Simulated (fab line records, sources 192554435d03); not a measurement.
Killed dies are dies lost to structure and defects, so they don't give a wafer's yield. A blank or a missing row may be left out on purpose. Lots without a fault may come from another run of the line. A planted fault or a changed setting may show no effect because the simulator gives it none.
Which tool did it? | flow n5_finfet | 12 lots, 36 wafers sampled, at 3 steps of a route of 1938

WHAT THE GAUGES READ, wafer by wafer
N5_BEOL_M5_RS_MEAS_57: measures by four-point-probe.
lot  | measured     | on            | M5_RS (ohm/sq)
L077 | day 8 22:15  | film_metro-02 | 0.412 0.418 0.403
L076 | day 9 00:19  | film_metro-02 | 0.403 0.387 0.415
L078 | day 9 22:31  | film_metro-01 | 0.391 0.409 0.406
L081 | day 10 09:03 | film_metro-01 | 0.396 0.408 0.408
L083 | day 11 02:17 | film_metro-02 | 0.389 0.389 0.393
L086 | day 11 09:25 | film_metro-01 | 0.374 0.380 0.412
L087 | day 12 06:29 | film_metro-01 | 0.388 0.398 0.376
L090 | day 12 14:58 | film_metro-02 | 0.391 0.392 0.374
L089 | day 13 04:38 | film_metro-01 | 0.385 0.381 0.376
L093 | day 13 12:59 | film_metro-01 | 0.391 0.379 0.397
L094 | day 13 23:56 | film_metro-02 | 0.384 0.380 0.370
L097 | day 14 19:17 | film_metro-01 | 0.395 0.410 0.402

WHICH TOOL RAN EACH LOT (tool, then ch and the chambers of the sampled wafers, then the start)
lot  | N5_BEOL_M5_SPUTTER_88        | N5_BEOL_M5_SPUTTER_90
L077 | pvd_sputter-01, day 8 19:41  | pvd_sputter-01, day 8 20:46
L076 | pvd_sputter-02, day 8 22:09  | pvd_sputter-02, day 8 23:14
L078 | pvd_sputter-03, day 9 20:00  | pvd_sputter-03, day 9 21:11
L081 | pvd_sputter-02, day 10 06:46 | pvd_sputter-02, day 10 07:50
L083 | pvd_sputter-03, day 11 00:08 | pvd_sputter-03, day 11 01:14
L086 | pvd_sputter-01, day 11 06:53 | pvd_sputter-01, day 11 07:58
L087 | pvd_sputter-03, day 12 00:18 | pvd_sputter-03, day 12 05:22
L090 | pvd_sputter-01, day 12 12:50 | pvd_sputter-01, day 12 13:55
L089 | pvd_sputter-02, day 13 02:30 | pvd_sputter-02, day 13 03:35
L093 | pvd_sputter-01, day 13 10:41 | pvd_sputter-01, day 13 11:47
L094 | pvd_sputter-03, day 13 21:47 | pvd_sputter-03, day 13 22:52
L097 | pvd_sputter-03, day 14 17:08 | pvd_sputter-03, day 14 18:13
- N5_BEOL_M5_SPUTTER_88: material Cu, target thk 15 nm, time 27.62 s.
- N5_BEOL_M5_SPUTTER_90: material Cu, target thk 4.5 nm, time 8.29 s.

THE ANSWER, worked out from the rows above alone
Rule: what is usual is taken from the lots themselves. Put in order of their means at a reading, lots are off if they are a third of the lots or fewer, leave a main group of 4 or more, and stand apart from it by a gap of 3 or more times the standard deviation of the main group's means; of several such gaps the widest counts. A main group whose means are all the same, to the digits that the tables above print for the reading, isn't used. A lot without any number at a reading at which 4 lots or more have one is off too. The other lots that the step has rows for count as sound.
No lot is off at any reading shown: from this, nothing can be told.

WHAT THE SIMULATOR HAD PUT IN
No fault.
